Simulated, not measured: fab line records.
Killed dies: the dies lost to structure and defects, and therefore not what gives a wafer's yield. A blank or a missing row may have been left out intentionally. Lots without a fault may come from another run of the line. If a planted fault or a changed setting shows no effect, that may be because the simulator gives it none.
Chamber matching || flow n5 finfet || N5_BEOL_M7_DESCUM_16 on rie diel-06 has 3 sister chambers
The step chemistry O2, time 7.9 s. 6 wafers are shown with their chamber, then 5 later ones without.

## WAFERS, EACH WITH ITS CHAMBER
{"wafer": "L088.5", "chamber": 3, "throttle valve pct (%)": 20.61, "drypump motor current A (A)": 5.3}
{"wafer": "L086.1", "chamber": 2, "throttle valve pct (%)": 20.13, "drypump motor current A (A)": 4.8}
{"wafer": "L086.2", "chamber": 0, "throttle valve pct (%)": 20.79, "drypump motor current A (A)": 5.4}
{"wafer": "L086.5", "chamber": 2, "throttle valve pct (%)": 20.12, "drypump motor current A (A)": 4.8}
{"wafer": "L091.2", "chamber": 3, "throttle valve pct (%)": 20.64, "drypump motor current A (A)": 5.3}
{"wafer": "L091.4", "chamber": 0, "throttle valve pct (%)": 20.79, "drypump motor current A (A)": 5.3}

## WAFERS WITH NO CHAMBER GIVEN
{"wafer": "L090.5", "throttle valve pct (%)": 20.14, "drypump motor current A (A)": 4.8}
{"wafer": "L090.6", "throttle valve pct (%)": 20.64, "drypump motor current A (A)": 5.3}
{"wafer": "L093.4", "throttle valve pct (%)": 20.64, "drypump motor current A (A)": 5.3}
{"wafer": "L093.5", "throttle valve pct (%)": 20.81, "drypump motor current A (A)": 5.3}
{"wafer": "L094.6", "throttle valve pct (%)": 20.82, "drypump motor current A (A)": 5.3}

## THE CHAMBER EACH PASSED THROUGH
{"wafer": "L090.5", "from the rows above": 2, "in truth": 2}
{"wafer": "L090.6", "from the rows above": 3, "in truth": 3}
{"wafer": "L093.4", "from the rows above": 3, "in truth": 3}
{"wafer": "L093.5", "from the rows above": 0, "in truth": 0}
{"wafer": "L094.6", "from the rows above": 0, "in truth": 0}
Correctly placed: 5 of 5. Left unplaced by these rows: 0. Placed wrongly: 0.
How it was worked out, from the rows above alone: a wafer's distance from a chamber is the root of the sum, over the readings, of the square of ((its reading less the chamber's mean) divided by the reading's scatter). The wafer belongs to the nearest chamber; if the next one is less than 2 further off, it can't be placed. The mean given for a chamber averages the wafers shown for that chamber. The scatter is the square root of a quotient: the sum, over the shown wafers, of each reading's squared deviation from its chamber's mean, divided by wafers minus chambers.
